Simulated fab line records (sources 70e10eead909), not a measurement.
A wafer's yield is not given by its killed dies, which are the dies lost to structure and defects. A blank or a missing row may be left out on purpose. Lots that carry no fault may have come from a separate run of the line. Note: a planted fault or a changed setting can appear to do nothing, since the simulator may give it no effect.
Which tool was responsible? | flow nandHarc | 12 lots, 36 wafers sampled, at 4 steps of a route of 1302

WHAT THE GAUGES SHOWED, per wafer
Not one reading of a measure or inspect step in the record can be checked against a usual standard deviation.

EACH LOT AND THE TOOL THAT RAN IT (in order: tool; ch and the chambers of the sampled wafers; start)
lot  | NHARC_A_CHANNEL_HOLE_D1_ETCH_19 | NHARC_A_CHANNEL_FILL_D1_ALD_16  | NHARC_A_CHANNEL_FILL_D1_ETCHBACK_20 | NHARC_A_CHANNEL_FILL_D1_ALD_25
L721 | harEtch-02 ch 0,1, day 8 17:56  | aldHk-04 ch 1,3, day 9 12:02    | rieDiel-08 ch 0,3, day 9 21:05      | aldHk-02 ch 1,3, day 10 08:50
L722 | harEtch-02 ch 0,1, day 9 19:05  | aldHk-03 ch 0,2,3, day 10 13:10 | rieDiel-09 ch 0,2,3, day 11 01:54   | aldHk-03 ch 0,2,3, day 11 13:45
L723 | harEtch-01 ch 0,1, day 9 21:14  | aldHk-02 ch 0,3, day 10 13:10   | rieDiel-05 ch 0,3, day 11 01:54     | aldHk-02 ch 1,3, day 11 14:22
L724 | harEtch-01 ch 0,1, day 10 07:58 | aldHk-03 ch 1,3, day 11 02:02   | rieDiel-09 ch 1,2, day 11 14:01     | aldHk-02 ch 1,2,3, day 12 03:08
L727 | harEtch-01 ch 0,1, day 11 18:57 | aldHk-03 ch 1,2, day 12 12:35   | rieDiel-08 ch 0,1,3, day 13 00:35   | aldHk-02 ch 0,1,2, day 13 14:08
L729 | harEtch-02 ch 0,1, day 12 06:30 | aldHk-04 ch 1,2,3, day 13 00:49 | rieDiel-08 ch 0,1,3, day 13 12:46   | aldHk-03 ch 0,2,3, day 14 01:11
L732 | harEtch-01 ch 0,1, day 13 12:52 | aldHk-04 ch 0,1,3, day 14 07:20 | rieDiel-09 ch 1,2, day 14 20:01     | aldHk-04 ch 1,2,3, day 15 10:25
L736 | harEtch-02 ch 0,1, day 15 08:55 | aldHk-04 ch 0,1,3, day 16 03:08 | rieDiel-05 ch 0,1,3, day 16 15:32   | aldHk-04 ch 0,3, day 17 03:20
L738 | harEtch-01 ch 0,1, day 15 19:23 | aldHk-02 ch 0,1, day 16 13:43   | rieDiel-05 ch 0,1,2, day 17 01:44   | aldHk-04 ch 0,1, day 17 13:40
L740 | harEtch-01 ch 0,1, day 16 16:47 | aldHk-02 ch 0,3, day 17 11:23   | rieDiel-08 ch 0,1,3, day 18 01:27   | aldHk-04 ch 0,1,2, day 18 14:58
L742 | harEtch-02 ch 0,1, day 17 17:42 | aldHk-02 ch 0,2,3, day 18 11:46 | rieDiel-09 ch 0,1,2, day 18 23:40   | aldHk-03 ch 0,1,2, day 19 11:35
L743 | harEtch-01 ch 0,1, day 18 13:32 | aldHk-03 ch 0,1, day 19 07:44   | rieDiel-05 ch 0,3, day 19 19:44     | aldHk-02 ch 0,1,3, day 20 08:54
- NHARC_A_CHANNEL_HOLE_D1_ETCH_19: etches the open film in C4F8/O2/Ar, time 34.5 s.
- NHARC_A_CHANNEL_FILL_D1_ALD_16: deposits SiO2, target thk 1.5 nm, pulse time 10 s, ald cycles 15.
- NHARC_A_CHANNEL_FILL_D1_ETCHBACK_20: etches the open film in C4F8/O2/Ar, target depth 27 nm, time 13.5 s.
- NHARC_A_CHANNEL_FILL_D1_ALD_25: deposits SiOx, target thk 60 nm, pulse time 10 s, ald cycles 600.

WHAT THE TOOLS THEMSELVES READ (means of the sampled wafers that have a number; where no wafer has one, the mark that the record gives instead)
NHARC_A_CHANNEL_HOLE_D1_ETCH_19. Usual: drypumpMotorCurrentA 5.92 A, standard deviation 0.15; showerheadPlenumPTorr 3.65 Torr, standard deviation 0.14; throttleValvePct 37.038 %, standard deviation 0.0097.
lot  | tool       | drypumpMotorCurrentA (A) | showerheadPlenumPTorr (Torr) | throttleValvePct (%) | flag
L721 | harEtch-02 | 5.72                     | 3.64                         | 37.036               | 
L722 | harEtch-02 | 5.72                     | 3.63                         | 37.037               | 
L723 | harEtch-01 | 6.03                     | 3.64                         | 37.033               | 
L724 | harEtch-01 | 6.02                     | 3.70                         | 37.037               | 
L727 | harEtch-01 | 6.03                     | 3.63                         | 37.040               | 
L729 | harEtch-02 | 5.71                     | 3.61                         | 37.040               | 
L732 | harEtch-01 | 6.04                     | 3.68                         | 37.034               | 
L736 | harEtch-02 | 5.71                     | 3.77                         | 37.048               | 
L738 | harEtch-01 | 6.04                     | 3.59                         | 37.039               | 
L740 | harEtch-01 | 5.98                     | 3.65                         | 37.037               | 
L742 | harEtch-02 | 5.70                     | 3.76                         | 37.045               | 
L743 | harEtch-01 | 6.01                     | 3.63                         | 37.044               | 

NHARC_A_CHANNEL_FILL_D1_ALD_16. Usual: heaterPowerW 469 W, standard deviation 38; precursorPulseHeightRel 0.999, standard deviation 0.02.
lot  | tool     | heaterPowerW (W) | precursorPulseHeightRel | flag
L721 | aldHk-04 | 440              | 0.993                   | 
L722 | aldHk-03 | 450              | 1.016                   | 
L723 | aldHk-02 | 476              | 0.995                   | 
L724 | aldHk-03 | 448              | 1.001                   | 
L727 | aldHk-03 | 496              | 0.995                   | 
L729 | aldHk-04 | 434              | 1.000                   | 
L732 | aldHk-04 | 457              | 1.010                   | 
L736 | aldHk-04 | 457              | 1.008                   | 
L738 | aldHk-02 | 476              | 1.011                   | 
L740 | aldHk-02 | 480              | 1.021                   | 
L742 | aldHk-02 | 494              | 1.003                   | 
L743 | aldHk-03 | 463              | 0.971                   | 

NHARC_A_CHANNEL_FILL_D1_ETCHBACK_20. Usual: oesProductAu 0.97 a.u., standard deviation 0.035; rfVppV 978 V, standard deviation 7.7.
lot  | tool       | oesProductAu (a.u.) | rfVppV (V) | flag
L721 | rieDiel-08 | 0.99                | 981        | 
L722 | rieDiel-09 | 0.93                | 981        | 
L723 | rieDiel-05 | 1.00                | 981        | 
L724 | rieDiel-09 | 0.93                | 975        | 
L727 | rieDiel-08 | 1.00                | 978        | 
L729 | rieDiel-08 | 0.92                | 979        | 
L732 | rieDiel-09 | 0.99                | 981        | 
L736 | rieDiel-05 | 0.92                | 980        | 
L738 | rieDiel-05 | 0.93                | 979        | 
L740 | rieDiel-08 | 1.00                | 979        | 
L742 | rieDiel-09 | 0.95                | 975        | 
L743 | rieDiel-05 | 1.00                | 980        | 

NHARC_A_CHANNEL_FILL_D1_ALD_25. Usual: heaterPowerW 471 W, standard deviation 38; precursorPulseHeightRel 1.000, standard deviation 0.022.
lot  | tool     | heaterPowerW (W) | precursorPulseHeightRel | flag
L721 | aldHk-02 | 443              | 1.001                   | 
L722 | aldHk-03 | 453              | 1.015                   | 
L723 | aldHk-02 | 444              | 0.999                   | 
L724 | aldHk-02 | 477              | 0.994                   | 
L727 | aldHk-02 | 496              | 1.007                   | 
L729 | aldHk-03 | 455              | 0.998                   | 
L732 | aldHk-04 | 434              | 0.985                   | 
L736 | aldHk-04 | 478              | 1.008                   | 
L738 | aldHk-04 | 445              | 0.990                   | 
L740 | aldHk-04 | 455              | 1.038                   | 
L742 | aldHk-03 | 485              | 1.008                   | 
L743 | aldHk-02 | 466              | 0.994                   | 

THE ANSWER, worked out from the rows above alone
Rule: take the mean of a lot's wafers that have a number; if it is more than 3 standard deviations from the usual mean, the lot is off. A lot without any number at a reading at which 4 lots or more have one is off too. The other lots that the step has rows for count as sound. Order of review: gauges by route order, followed by the tools' own readings, for which a lot's mean as printed above is used. The first step at which some lot is off is used, and at that step the reading that is off furthest; a lot without a number counts as furthest.
Nothing can be told from this: no lot is off at any reading shown.

WHAT WAS PUT IN BY THE SIMULATOR
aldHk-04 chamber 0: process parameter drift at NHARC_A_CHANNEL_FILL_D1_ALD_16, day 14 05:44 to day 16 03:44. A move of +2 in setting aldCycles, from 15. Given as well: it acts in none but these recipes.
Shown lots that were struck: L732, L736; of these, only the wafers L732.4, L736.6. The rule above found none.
